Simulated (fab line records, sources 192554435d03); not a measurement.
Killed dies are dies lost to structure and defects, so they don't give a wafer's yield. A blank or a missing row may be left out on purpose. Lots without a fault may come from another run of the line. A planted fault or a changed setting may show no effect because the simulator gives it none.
Chamber matching | flow n5_finfet | N5_FIN_SAQP_STRIP_77 on rie_diel-06: 4 sister chambers
The step strips in N2/H2, time 90 s. 8 wafers are shown with their chamber, then 9 later ones without.

WAFERS WITH THEIR CHAMBER
wafer  | chamber | showerhead_plenum_p_Torr (Torr) | throttle_valve_pct (%)
L084.4 | 2       | 3.42                            | 12.04
L084.6 | 0       | 3.36                            | 12.53
L086.2 | 3       | 3.42                            | 12.15
L086.3 | 0       | 3.36                            | 12.55
L086.5 | 1       | 3.49                            | 12.23
L088.1 | 1       | 3.49                            | 12.22
L088.3 | 2       | 3.42                            | 12.06
L088.5 | 3       | 3.41                            | 12.18

WAFERS WITHOUT THEIR CHAMBER
wafer  | showerhead_plenum_p_Torr (Torr) | throttle_valve_pct (%)
L089.1 | 3.41                            | 12.08
L089.5 | 3.41                            | 12.18
L089.6 | 3.41                            | 12.07
L094.1 | 3.35                            | 12.59
L094.2 | 3.48                            | 12.26
L094.3 | 3.41                            | 12.11
L096.2 | 3.48                            | 12.27
L096.4 | 3.34                            | 12.60
L096.5 | 3.34                            | 12.61

WHICH CHAMBER EACH WENT THROUGH
wafer  | from the rows above     | in truth
L089.1 | 2                       | 2
L089.5 | 3                       | 3
L089.6 | 2                       | 2
L094.1 | 0                       | 0
L094.2 | 1                       | 1
L094.3 | can't be placed: 3 or 2 | 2
L096.2 | 1                       | 1
L096.4 | 0                       | 0
L096.5 | 0                       | 0
Placed correctly: 8 of 9. Can't be placed from these rows: 1 (the true chamber is among the candidates in 1). Placed wrongly: 0.
How it was worked out, from the rows above alone: a wafer's distance from a chamber is the root of the sum, over the readings, of the square of ((its reading less the chamber's mean) divided by the reading's scatter). The wafer belongs to the nearest chamber; if the next one is less than 2 further off, it can't be placed. A chamber's mean is the mean of its shown wafers. The scatter: the root of (the sum of the squares of (reading less its chamber's mean) over the shown wafers, divided by (wafers less chambers)).
